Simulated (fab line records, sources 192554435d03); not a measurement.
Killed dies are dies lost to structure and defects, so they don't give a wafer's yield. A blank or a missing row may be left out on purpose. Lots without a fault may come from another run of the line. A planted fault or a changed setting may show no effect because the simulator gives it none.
fab line records | flow n5_finfet
record lots=24 wafers=72 last_day=17
route steps=1938 shown BEOL_M2@876
lots that met no fault: from a run of the same line without faults
start_h: hours from the record's first day to the start of the lot's first wafer shown | wait_h: hours since the lot's step before | " the same as in the row above | L1.1+2: a row that stands for several wafers | - no value, or no start given | * or withheld: withheld | < > ~ a bound
route shown NAME@n: a module of which the file shows steps, and the number in the route of the first | usual: mean/standard deviation of fault-free wafers | same: alike in all rows | chamber/n: place in a boat | sites: the reading at each site | _std_site: their standard deviation | _edge_site: outer sites' mean less inner sites' | radius_mm: how far each site lies from the wafer's centre | mask NAME#n: copy n | behind: the tool/chamber that last shaped the wafer | hold: why the lot was held/for how many hours/how that ended | device: the transistor (n, p or np) that didn't switch | end of line: the same wafers' tests at the end of the route | a step without rows: its recipe alone | killed: dies lost to structure and defects at the first sort, not the wafer's yield | map: a wafer's dies, x killed, . not, _ none there
set.NAME: the setting as run; set.NAME@STEP: as run at that earlier step | model.NAME: the simulator's own value behind a step, which no gauge read
steps of the route over a sample of lots; a table a step, a row a wafer
services: from which hour (start_h, from the record's first day; less than 0 if before it) a tool's chamber was out of use, for how many hours, and why
## steps
# step N5_BEOL_M2_CD_MEAS_28
# recipe target_cd_nm=26.2 landing_energy_ev=500 detector=se_inlens target_cd_y_nm=24.1 polarity=opening
# usual cd_nm=26.25/0.22
# columns lot.wafer tool chamber start_h wait_h cd_nm
L074.1 cd_sem-01 0 144.31 - 26.32
L074.3 " 0 " " 26.36
L074.6 " 0 " " 26.57
L075.1 cd_sem-01 0 152.48 - 26.54
L075.3 " 0 " " 26.19
L075.4 " 0 " " 26.33
L076.1 cd_sem-02 0 157.10 - 26.05
L076.4 " 0 " " 26.47
L076.6 " 0 " " 26.13
L078.2 cd_sem-01 0 158.11 - 26.25
L078.3 " 0 " " 26.45
L078.6 " 0 " " 26.46
L077.2 cd_sem-02 0 167.16 - 26.19
L077.5 " 0 " " 25.93
L077.6 " 0 " " 26.17
L079.3 cd_sem-02 0 167.62 - 26.19
L079.5 " 0 " " 26.29
L079.6 " 0 " " 26.28
L080.2 cd_sem-01 0 171.12 - 26.16
L080.3 " 0 " " 26.09
L080.4 " 0 " " 26.06
L081.3 cd_sem-01 0 183.83 - 26.53
L081.4 " 0 " " 26.44
L081.5 " 0 " " 25.95
L082.2 cd_sem-02 0 192.89 - 26.20
L082.4 " 0 " " 26.61
L082.5 " 0 " " 26.31
L083.1 cd_sem-03 0 204.05 - 26.00
L083.2 " 0 " " 26.47
L083.4 " 0 " " 26.31
L084.1 cd_sem-02 0 204.22 - 26.15
L084.2 " 0 " " 26.25
L084.3 " 0 " " 26.23
L085.1 cd_sem-02 0 207.16 - 26.36
L085.3 " 0 " " 26.62
L085.4 " 0 " " 26.04
L086.1 cd_sem-01 0 214.28 - 25.94
L086.2 " 0 " " 26.48
L086.4 " 0 " " 26.17
L087.2 cd_sem-03 0 222.20 - 26.29
L087.4 " 0 " " 26.35
L087.6 " 0 " " 26.52
L089.1 cd_sem-03 0 223.98 - 26.03
L089.3 " 0 " " 26.17
L089.6 " 0 " " 26.21
L088.1 cd_sem-01 0 230.08 - 26.61
L088.3 " 0 " " 26.34
L088.4 " 0 " " 26.42
L090.2 cd_sem-02 0 238.42 - 26.08
L090.4 " 0 " " 26.34
L090.5 " 0 " " 26.06
L091.1 cd_sem-01 0 245.89 - 26.43
L091.4 " 0 " " 26.05
L091.6 " 0 " " 26.22
L092.1 cd_sem-01 0 251.27 - 26.21
L092.4 " 0 " " 26.26
L092.5 " 0 " " 26.01
L093.3 cd_sem-03 0 254.09 - 26.25
L093.4 " 0 " " 26.15
L093.5 " 0 " " 26.37
L094.1 cd_sem-01 0 265.02 - 25.98
L094.2 " 0 " " 25.73
L094.5 " 0 " " 26.31
L095.2 cd_sem-01 0 269.90 - 26.39
L095.3 " 0 " " 26.34
L095.4 " 0 " " 25.87
L096.1 cd_sem-03 0 273.63 - 25.68
L096.4 " 0 " " 26.48
L096.5 " 0 " " 26.29
L097.2 cd_sem-02 0 280.79 - 26.41
L097.3 " 0 " " 26.45
L097.4 " 0 " " 26.45
# step N5_BEOL_M2_DESCUM_33
# recipe chemistry=O2 time_s=7 source_power_w=50 bias_power_w=20 pressure_mtorr=20 rf_frequency_hz=2.712e+07 temp_c=40 resist=CAR-EUV o2_flow_sccm=225
# usual bias_power_w=20.00/0.065 chamber_pressure_mTorr=20.000/0.025 drypump_motor_current_A=5.7/0.56 oes_product_au=0.81/0.077 rf_vpp_V=243.0/1.8 showerhead_plenum_p_Torr=2.09/0.09 throttle_valve_pct=20.44/0.21
# columns lot.wafer tool chamber start_h wait_h bias_power_w chamber_pressure_mTorr drypump_motor_current_A oes_product_au rf_hours_counter_h rf_vpp_V showerhead_plenum_p_Torr throttle_valve_pct
L074.1 rie_diel-05 2 144.56 0.2 19.97 19.988 6.1 0.80 89 244.4 2.11 20.63
L074.3 " 1 " " 20.03 19.974 5.9 0.85 70 242.8 2.02 20.45
L074.6 " 2 " " 19.94 20.037 6.1 0.80 - 243.1 2.11 20.62
L075.1 rie_diel-04 0 152.61 0.0 19.97 19.989 6.5 0.80 69 245.0 2.20 20.16
L075.3 " 1 " " 19.91 20.004 6.1 0.88 38 245.4 2.23 20.18
L075.4 " 0 " " 19.92 19.970 6.5 0.81 - 245.5 2.20 20.19
L076.1 rie_diel-05 0 157.22 0.0 20.00 20.011 5.2 0.77 130 241.1 2.01 20.21
L076.4 " 2 " " 19.98 19.976 6.0 0.79 94 243.9 2.11 20.64
L076.6 " 0 " " 20.03 20.025 5.2 0.77 - 241.8 2.01 20.19
L078.2 rie_diel-03 1 158.23 0.0 20.03 20.022 6.3 0.69 217 244.7 2.16 20.87
L078.3 " 3 " " 20.03 20.018 5.5 0.73 155 239.4 1.93 20.53
L078.6 " 1 " " 20.00 20.000 6.4 0.69 - 243.9 2.15 20.86
L077.2 rie_diel-05 0 167.28 0.0 19.97 19.998 5.2 0.76 134 241.6 2.01 20.21
L077.5 " 1 " " 19.95 20.022 5.9 0.84 - 240.8 2.02 20.48
L077.6 " 0 " " 20.00 20.000 5.2 0.76 - 242.4 2.01 20.21
L079.3 rie_diel-04 0 167.74 0.0 20.03 20.024 6.5 0.80 77 244.7 2.20 20.20
L079.5 " 1 " " 20.08 20.000 6.1 0.87 - 245.5 2.23 20.19
L079.6 " 2 " " 19.98 19.998 5.8 0.67 - 241.6 2.08 20.37
L080.2 rie_diel-03 1 171.24 0.0 20.06 20.003 6.3 0.68 222 243.8 2.15 20.86
L080.3 " 3 " " 20.10 20.007 5.5 0.72 161 239.7 1.93 20.55
L080.4 " 0 " " 19.98 19.995 5.3 0.84 86 242.5 2.05 20.59
L081.3 rie_diel-05 3 183.95 0.0 20.01 19.983 4.7 0.81 76 240.6 2.05 20.61
L081.4 " 2 " " 19.95 19.984 6.0 0.78 104 243.1 2.11 20.67
L081.5 " 2 " " 19.96 20.004 6.0 0.79 - 244.1 2.11 20.65
L082.2 rie_diel-03 3 193.01 0.0 20.07 20.034 5.5 0.71 169 238.7 1.93 20.56
L082.4 " 1 " " 19.96 19.982 6.3 0.68 229 245.2 2.15 20.88
L082.5 " 1 " " 19.89 19.989 6.3 0.68 - 245.0 2.15 20.88
L083.1 rie_diel-04 0 204.17 0.0 20.04 20.018 6.5 0.79 89 243.5 2.19 20.21
L083.2 " 1 " " 20.00 20.002 6.1 0.85 57 243.6 2.22 20.20
L083.4 " 1 " " 19.94 20.036 6.1 0.86 - 244.1 2.22 20.21
L084.1 rie_diel-04 0 204.34 0.0 19.90 20.024 6.6 0.79 89 244.6 2.19 20.21
L084.2 " 1 " " 19.93 19.975 6.1 0.86 57 244.2 2.22 20.21
L084.3 " 3 " " 20.02 19.990 5.9 0.95 11 244.7 2.23 20.46
L085.1 rie_diel-05 0 207.28 0.0 20.01 19.986 5.2 0.75 145 242.0 2.01 20.22
L085.3 " 1 " " 19.98 20.004 5.9 0.84 93 243.6 2.01 20.49
L085.4 " 2 " " 19.96 19.977 6.0 0.78 112 242.4 2.10 20.68
L086.1 rie_diel-03 3 214.40 0.0 20.16 20.007 5.5 0.72 176 241.4 1.92 20.56
L086.2 " 1 " " 19.99 19.998 6.3 0.68 237 242.7 2.15 20.88
L086.4 " 2 " " 20.03 19.993 4.8 0.91 30 241.8 2.06 20.28
L087.2 rie_diel-05 2 222.43 0.1 19.99 19.972 6.0 0.76 117 244.7 2.10 20.68
L087.4 " 0 " " 19.95 19.985 5.1 0.75 151 241.7 2.01 20.24
L087.6 " 0 " " 20.04 19.990 5.2 0.75 - 242.7 2.01 20.23
L089.1 rie_diel-04 1 224.25 0.2 19.98 19.978 6.1 0.84 67 244.7 2.22 20.24
L089.3 " 3 " " 19.97 20.011 6.0 0.93 22 245.7 2.22 20.49
L089.6 " 0 " " 20.09 19.985 6.5 0.78 - 244.0 2.19 20.23
L088.1 rie_diel-04 2 230.20 0.0 19.90 20.007 5.8 1.01 0 242.0 2.07 20.03
L088.3 " 0 " " 19.97 19.976 6.5 0.78 103 245.4 2.19 20.23
L088.4 " 1 " " 19.90 19.990 6.1 0.84 71 244.9 2.22 20.22
L090.2 rie_diel-05 2 238.54 0.0 19.87 20.007 6.0 0.77 122 242.6 2.10 20.69
L090.4 " 1 " " 19.97 20.030 5.9 0.81 103 242.1 2.01 20.51
L090.5 " 3 " " 19.79 19.986 4.7 0.80 - 243.0 2.05 20.64
L091.1 rie_diel-05 0 246.01 0.0 20.07 20.033 5.2 0.75 159 240.9 2.00 20.24
L091.4 " 3 " " 19.88 19.993 4.7 0.78 97 241.5 2.05 20.64
L091.6 " 2 " " 20.00 19.993 6.0 0.76 - 243.6 2.10 20.69
L092.1 rie_diel-03 0 251.39 0.0 20.02 20.009 5.3 0.80 113 241.7 2.04 20.63
L092.4 " 2 " " 20.00 19.996 4.8 0.88 42 242.2 2.06 20.27
L092.5 " 2 " " 20.02 20.014 4.8 0.88 - 245.1 2.06 20.27
L093.3 rie_diel-05 3 254.21 0.0 20.00 20.006 4.7 0.78 100 240.6 2.05 20.64
L093.4 " 1 " " 20.10 19.996 5.9 0.81 109 241.8 2.01 20.50
L093.5 " 2 " " 19.84 19.986 6.0 0.77 - 244.1 2.10 20.70
L094.1 rie_diel-04 2 265.31 0.2 20.05 20.013 5.7 0.94 14 242.2 2.07 20.07
L094.2 " 0 " " 19.91 19.993 6.5 0.76 117 243.5 2.18 20.27
L094.5 " 1 " " 19.99 19.958 6.1 0.82 - 246.6 2.21 20.25
L095.2 rie_diel-03 3 270.02 0.0 19.94 19.978 5.5 0.69 197 239.3 1.92 20.61
L095.3 " 2 " " 20.05 19.986 4.8 0.87 48 242.2 2.06 20.28
L095.4 " 0 " " 20.07 19.986 5.3 0.80 - 241.1 2.03 20.63
L096.1 rie_diel-04 2 273.75 0.0 19.96 20.013 5.7 0.92 17 242.6 2.07 20.06
L096.4 " 0 " " 20.10 20.011 6.5 0.75 120 245.5 2.18 20.28
L096.5 " 1 " " 20.04 20.004 6.1 0.81 - 245.7 2.21 20.23
L097.2 rie_diel-03 2 280.92 0.0 20.00 20.009 4.8 0.86 54 241.4 2.05 20.30
L097.3 " 3 " " 19.86 20.003 5.4 0.69 202 239.1 1.91 20.59
L097.4 " 3 " " 19.90 19.965 5.5 0.69 - 241.5 1.92 20.62
# step N5_BEOL_M2_SURFACE_TREAT_85
# recipe gas=Ar time_s=* ion_energy_ev=* ion_current_ma_cm2=0.5 pressure_mtorr=* ar_flow_sccm=30
# usual throttle_valve_pct=*
# columns lot.wafer tool chamber start_h wait_h throttle_valve_pct
L074.1 pvd_sputter-01 - 149.10 0.1 *
L074.3 " - " " *
L074.6 " - " " *
L075.1 pvd_sputter-02 - 157.91 0.3 *
L075.3 " - " " *
L075.4 " - " " *
L076.1 pvd_sputter-02 - 160.69 0.3 *
L076.4 " - " " *
L076.6 " - " " *
L078.2 pvd_sputter-02 - 166.47 0.2 *
L078.3 " - " " *
L078.6 " - " " *
L079.3 pvd_sputter-01 - 173.80 0.1 *
L079.5 " - " " *
L079.6 " - " " *
L077.2 pvd_sputter-03 - 178.77 0.2 *
L077.5 " - " " *
L077.6 " - " " *
L080.2 pvd_sputter-02 - 182.39 0.2 *
L080.3 " - " " *
L080.4 " - " " *
L081.3 pvd_sputter-01 - 186.90 0.2 *
L081.4 " - " " *
L081.5 " - " " *
L082.2 pvd_sputter-03 - 203.30 0.2 *
L082.4 " - " " *
L082.5 " - " " *
L083.1 pvd_sputter-02 - 207.22 0.4 *
L083.2 " - " " *
L083.4 " - " " *
L084.1 pvd_sputter-03 - 210.16 0.2 *
L084.2 " - " " *
L084.3 " - " " *
L085.1 pvd_sputter-02 - 213.45 0.3 *
L085.3 " - " " *
L085.4 " - " " *
L086.1 pvd_sputter-03 - 221.48 0.1 *
L086.2 " - " " *
L086.4 " - " " *
L087.2 pvd_sputter-02 - 226.91 0.2 *
L087.4 " - " " *
L087.6 " - " " *
L088.1 pvd_sputter-02 - 234.09 0.3 *
L088.3 " - " " *
L088.4 " - " " *
L089.1 pvd_sputter-01 - 236.94 0.1 *
L089.3 " - " " *
L089.6 " - " " *
L090.2 pvd_sputter-03 - 245.51 0.2 *
L090.4 " - " " *
L090.5 " - " " *
L091.1 pvd_sputter-02 - 250.41 0.2 *
L091.4 " - " " *
L091.6 " - " " *
L092.1 pvd_sputter-01 - 263.36 0.2 *
L092.4 " - " " *
L092.5 " - " " *
L094.1 pvd_sputter-02 - 269.16 0.1 *
L094.2 " - " " *
L094.5 " - " " *
L093.3 pvd_sputter-03 - 272.54 0.2 *
L093.4 " - " " *
L093.5 " - " " *
L095.2 pvd_sputter-02 - 276.90 0.1 *
L095.3 " - " " *
L095.4 " - " " *
L096.1 pvd_sputter-02 - 277.34 0.3 *
L096.4 " - " " *
L096.5 " - " " *
L097.2 pvd_sputter-03 - 284.10 0.1 *
L097.3 " - " " *
L097.4 " - " " *
# step N5_BEOL_M2_ANNEAL_80
# recipe temp_c=400 time_s=240 ambient=vacuum
# usual heater_power_w=809/100
# columns lot.wafer tool chamber start_h wait_h heater_power_w
L074.1 pvd_sputter-01 - 149.74 0.0 789
L074.3 " - " " 1026
L074.6 " - " " 874
L075.1 pvd_sputter-03 - 159.89 0.0 751
L075.3 " - " " 773
L075.4 " - " " 762
L076.1 pvd_sputter-02 - 161.31 0.0 684
L076.4 " - " " 775
L076.6 " - " " 765
L078.2 pvd_sputter-01 - 167.10 0.0 891
L078.3 " - " " 722
L078.6 " - " " 997
L079.3 pvd_sputter-03 - 174.33 0.0 751
L079.5 " - " " 746
L079.6 " - " " 732
L077.2 pvd_sputter-01 - 179.32 0.0 1039
L077.5 " - " " 887
L077.6 " - " " 727
L080.2 pvd_sputter-02 - 182.93 0.0 834
L080.3 " - " " 687
L080.4 " - " " 971
L081.3 pvd_sputter-01 - 187.56 0.0 899
L081.4 " - " " 774
L081.5 " - " " 784
L082.2 pvd_sputter-01 - 203.87 0.0 704
L082.4 " - " " 778
L082.5 " - " " 996
L083.1 pvd_sputter-02 - 208.13 0.0 655
L083.2 " - " " 819
L083.4 " - " " 962
L084.1 pvd_sputter-02 - 210.95 0.0 756
L084.2 " - " " 819
L084.3 " - " " 686
L085.1 pvd_sputter-02 - 213.99 0.0 942
L085.3 " - " " 768
L085.4 " - " " 671
L086.1 pvd_sputter-03 - 222.02 0.0 739
L086.2 " - " " 742
L086.4 " - " " 714
L087.2 pvd_sputter-02 - 227.45 0.0 776
L087.4 " - " " 675
L087.6 " - " " 674
L088.1 pvd_sputter-03 - 234.75 0.0 756
L088.3 " - " " 773
L088.4 " - " " 753
L089.1 pvd_sputter-03 - 237.46 0.0 750
L089.3 " - " " 714
L089.6 " - " " 779
L090.2 pvd_sputter-02 - 246.25 0.0 768
L090.4 " - " " 823
L090.5 " - " " 818
L091.1 pvd_sputter-02 - 251.15 0.0 693
L091.4 " - " " 771
L091.6 " - " " 836
L092.1 pvd_sputter-01 - 264.20 0.0 769
L092.4 " - " " 998
L092.5 " - " " 1023
L094.1 pvd_sputter-02 - 269.82 0.0 834
L094.2 " - " " 758
L094.5 " - " " 944
L093.3 pvd_sputter-02 - 273.12 0.0 668
L093.4 " - " " 812
L093.5 " - " " 945
L095.2 pvd_sputter-01 - 277.51 0.0 774
L095.3 " - " " 724
L095.4 " - " " 996
L096.1 pvd_sputter-02 - 277.88 0.0 978
L096.4 " - " " 754
L096.5 " - " " 675
L097.2 pvd_sputter-01 - 284.65 0.0 777
L097.3 " - " " 898
L097.4 " - " " 731
# step N5_BEOL_M2_ANNEAL_82
# recipe temp_c=400 time_s=240 ambient=vacuum
# usual heater_power_w=810/99
# columns lot.wafer tool chamber start_h wait_h heater_power_w
L074.1 pvd_sputter-01 - 149.96 0.0 774
L074.3 " - " " 979
L074.6 " - " " 908
L075.1 pvd_sputter-03 - 160.11 0.0 735
L075.3 " - " " 754
L075.4 " - " " 743
L076.1 pvd_sputter-02 - 161.53 0.0 671
L076.4 " - " " 747
L076.6 " - " " 756
L078.2 pvd_sputter-01 - 167.32 0.0 891
L078.3 " - " " 722
L078.6 " - " " 1000
L079.3 pvd_sputter-03 - 174.55 0.0 735
L079.5 " - " " 753
L079.6 " - " " 731
L077.2 pvd_sputter-01 - 179.54 0.0 1018
L077.5 " - " " 889
L077.6 " - " " 727
L080.2 pvd_sputter-02 - 183.15 0.0 834
L080.3 " - " " 683
L080.4 " - " " 946
L081.3 pvd_sputter-01 - 187.78 0.0 898
L081.4 " - " " 788
L081.5 " - " " 787
L082.2 pvd_sputter-01 - 204.09 0.0 723
L082.4 " - " " 759
L082.5 " - " " 1006
L083.1 pvd_sputter-02 - 208.35 0.0 697
L083.2 " - " " 824
L083.4 " - " " 962
L084.1 pvd_sputter-02 - 211.17 0.0 752
L084.2 " - " " 821
L084.3 " - " " 695
L085.1 pvd_sputter-02 - 214.21 0.0 937
L085.3 " - " " 759
L085.4 " - " " 668
L086.1 pvd_sputter-03 - 222.24 0.0 747
L086.2 " - " " 751
L086.4 " - " " 741
L087.2 pvd_sputter-02 - 227.67 0.0 742
L087.4 " - " " 685
L087.6 " - " " 696
L088.1 pvd_sputter-03 - 234.97 0.0 730
L088.3 " - " " 762
L088.4 " - " " 745
L089.1 pvd_sputter-03 - 237.68 0.0 753
L089.3 " - " " 751
L089.6 " - " " 755
L090.2 pvd_sputter-02 - 246.47 0.0 760
L090.4 " - " " 842
L090.5 " - " " 834
L091.1 pvd_sputter-02 - 251.37 0.0 680
L091.4 " - " " 757
L091.6 " - " " 823
L092.1 pvd_sputter-01 - 264.42 0.0 768
L092.4 " - " " 984
L092.5 " - " " 989
L094.1 pvd_sputter-02 - 270.04 0.0 828
L094.2 " - " " 777
L094.5 " - " " 963
L093.3 pvd_sputter-02 - 273.34 0.0 699
L093.4 " - " " 834
L093.5 " - " " 940
L095.2 pvd_sputter-01 - 277.73 0.0 774
L095.3 " - " " 704
L095.4 " - " " 1004
L096.1 pvd_sputter-02 - 278.10 0.0 972
L096.4 " - " " 765
L096.5 " - " " 684
L097.2 pvd_sputter-01 - 284.87 0.0 769
L097.3 " - " " 922
L097.4 " - " " 735
# step N5_BEOL_M2_ANNEAL_93
# recipe temp_c=400 time_s=240 ambient=vacuum
# usual heater_power_w=809/100
# columns lot.wafer tool chamber start_h wait_h heater_power_w
L074.1 pvd_sputter-01 - 150.84 0.0 789
L074.3 " - " " 1015
L074.6 " - " " 909
L075.1 pvd_sputter-03 - 160.99 0.0 727
L075.3 " - " " 778
L075.4 " - " " 754
L076.1 pvd_sputter-02 - 162.41 0.0 674
L076.4 " - " " 773
L076.6 " - " " 754
L078.2 pvd_sputter-01 - 168.20 0.0 905
L078.3 " - " " 735
L078.6 " - " " 995
L079.3 pvd_sputter-03 - 175.43 0.0 733
L079.5 " - " " 752
L079.6 " - " " 714
L077.2 pvd_sputter-01 - 180.42 0.0 988
L077.5 " - " " 903
L077.6 " - " " 744
L080.2 pvd_sputter-02 - 184.03 0.0 820
L080.3 " - " " 688
L080.4 " - " " 958
L081.3 pvd_sputter-01 - 188.66 0.0 891
L081.4 " - " " 762
L081.5 " - " " 776
L082.2 pvd_sputter-01 - 204.97 0.0 734
L082.4 " - " " 764
L082.5 " - " " 1024
L083.1 pvd_sputter-02 - 209.23 0.0 684
L083.2 " - " " 841
L083.4 " - " " 930
L084.1 pvd_sputter-02 - 212.05 0.0 739
L084.2 " - " " 830
L084.3 " - " " 680
L085.1 pvd_sputter-02 - 215.09 0.0 970
L085.3 " - " " 767
L085.4 " - " " 668
L086.1 pvd_sputter-03 - 223.12 0.0 728
L086.2 " - " " 737
L086.4 " - " " 746
L087.2 pvd_sputter-02 - 228.55 0.0 741
L087.4 " - " " 673
L087.6 " - " " 681
L088.1 pvd_sputter-03 - 235.85 0.0 758
L088.3 " - " " 785
L088.4 " - " " 746
L089.1 pvd_sputter-03 - 238.56 0.0 754
L089.3 " - " " 746
L089.6 " - " " 775
L090.2 pvd_sputter-02 - 247.35 0.0 755
L090.4 " - " " 818
L090.5 " - " " 831
L091.1 pvd_sputter-02 - 252.25 0.0 683
L091.4 " - " " 774
L091.6 " - " " 834
L092.1 pvd_sputter-01 - 265.30 0.0 776
L092.4 " - " " 979
L092.5 " - " " 1034
L094.1 pvd_sputter-02 - 270.92 0.0 844
L094.2 " - " " 763
L094.5 " - " " 975
L093.3 pvd_sputter-02 - 274.22 0.0 686
L093.4 " - " " 815
L093.5 " - " " 948
L095.2 pvd_sputter-01 - 278.61 0.0 801
L095.3 " - " " 723
L095.4 " - " " 1018
L096.1 pvd_sputter-02 - 278.98 0.0 957
L096.4 " - " " 753
L096.5 " - " " 685
L097.2 pvd_sputter-01 - 285.75 0.0 773
L097.3 " - " " 900
L097.4 " - " " 745
## services
# columns tool chamber start_h hours kind
rie_diel-04 3 144.22 - clean
rie_diel-04 3 144.22 - consumable_replace:focus_ring
rie_diel-04 3 144.22 - consumable_replace:showerhead
rie_diel-04 3 144.22 22.3 scheduled_down
rie_diel-04 3 144.22 22.3 vent_cycle
pvd_sputter-03 - 152.30 1.4 repair
rie_diel-05 0 167.54 4.6 repair
rie_diel-03 2 185.10 3.2 repair
rie_diel-05 - 196.32 1.0 repair
rie_diel-04 - 199.04 0.5 repair
rie_diel-04 2 202.38 - clean
rie_diel-04 2 202.38 - consumable_replace:focus_ring
rie_diel-04 2 202.38 27.5 scheduled_down
rie_diel-04 2 202.38 27.5 vent_cycle
rie_diel-03 1 258.58 - clean
rie_diel-03 1 258.58 - consumable_replace:focus_ring
rie_diel-03 1 258.58 25.3 scheduled_down
rie_diel-03 1 258.58 25.3 vent_cycle
pvd_sputter-02 - 281.96 0.5 repair
rie_diel-03 - 282.27 14.6 pm
## key
fault none
